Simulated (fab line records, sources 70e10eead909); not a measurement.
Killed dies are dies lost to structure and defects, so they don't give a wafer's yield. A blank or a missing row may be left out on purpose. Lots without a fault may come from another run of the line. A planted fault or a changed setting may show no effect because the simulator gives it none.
One fault seen from 2 desks | flow nand_harc | each desk has only its own numbers; what lay behind them comes last

THE DEFECT DESK
What the inspections along the route counted, lot by lot: means of the sampled wafers that have a number. A lot is out of limits, marked OUT, if its mean lies more than 4 standard deviations from the usual mean; the brackets give that distance.
Columns: A = raw_defect_count at NHARC_P_CONTACT_INSPECT_14, usual 3.3
lot  | first seen here | A
L123 | day 5 21:32     | 4.3
L124 | day 5 21:53     | 6.0
L128 | day 6 18:59     | 3.7
L129 | day 7 02:21     | 3.0
L130 | day 7 04:40     | 1.3
L133 | day 7 23:01     | 2.7
L132 | day 7 23:29     | 5.7
L134 | day 8 20:27     | 4.3
L137 | day 8 21:38     | 4.3
L135 | day 8 22:44     | 1.7
L136 | day 9 03:44     | 2.7
L142 | day 10 10:22    | 3.0
L145 | day 11 02:56    | 3.3
This desk's finding: nothing out of limits on any of the 13 lots.

THE TOOL OWNER'S DESK: litho_track-06
The tool's own readings at NHARC_P_M1_DEVELOP_08 (develop time 35 s): means of the sampled wafers that have a number, for each lot that ran on this tool. A lot is out of limits, marked OUT, if its mean lies more than 4 standard deviations from the usual mean; the brackets give that distance.
Columns: A = developer_temp_C at NHARC_P_M1_DEVELOP_08, usual 22.97 C
lot  | first seen here | A
L129 | day 7 12:00     | 22.88
L133 | day 8 13:00     | 23.01
L134 | day 9 05:00     | 22.97
L137 | day 9 06:00     | 23.03
L136 | day 9 19:00     | 23.06
L142 | day 10 20:00    | 22.00 (-10) OUT
L145 | day 11 15:00    | 22.01 (-10) OUT
This desk's finding: out of limits on L142, L145; first on L142, day 10 20:00 (developer_temp_C at NHARC_P_M1_DEVELOP_08). In limits: L129, L133, L134, L137, L136.

PUT TOGETHER
The tool owner's desk could have raised an alarm at day 10 20:00, on L142, L145.
The defect desk saw nothing out of limits.
The defect desk has L142, L145 on record, within its limits.
Of the lots named, all ran NHARC_P_M1_DEVELOP_08 on litho_track-06.

WHAT THE SIMULATOR HAD PUT IN
Process parameter drift: litho_track-06, from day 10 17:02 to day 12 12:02, at NHARC_P_M1_DEVELOP_08. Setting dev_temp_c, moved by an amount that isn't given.
Lots struck among those shown: L142, L145.
Hours from the fault's start to each desk's first reading out of limits: the tool owner's desk, 3.
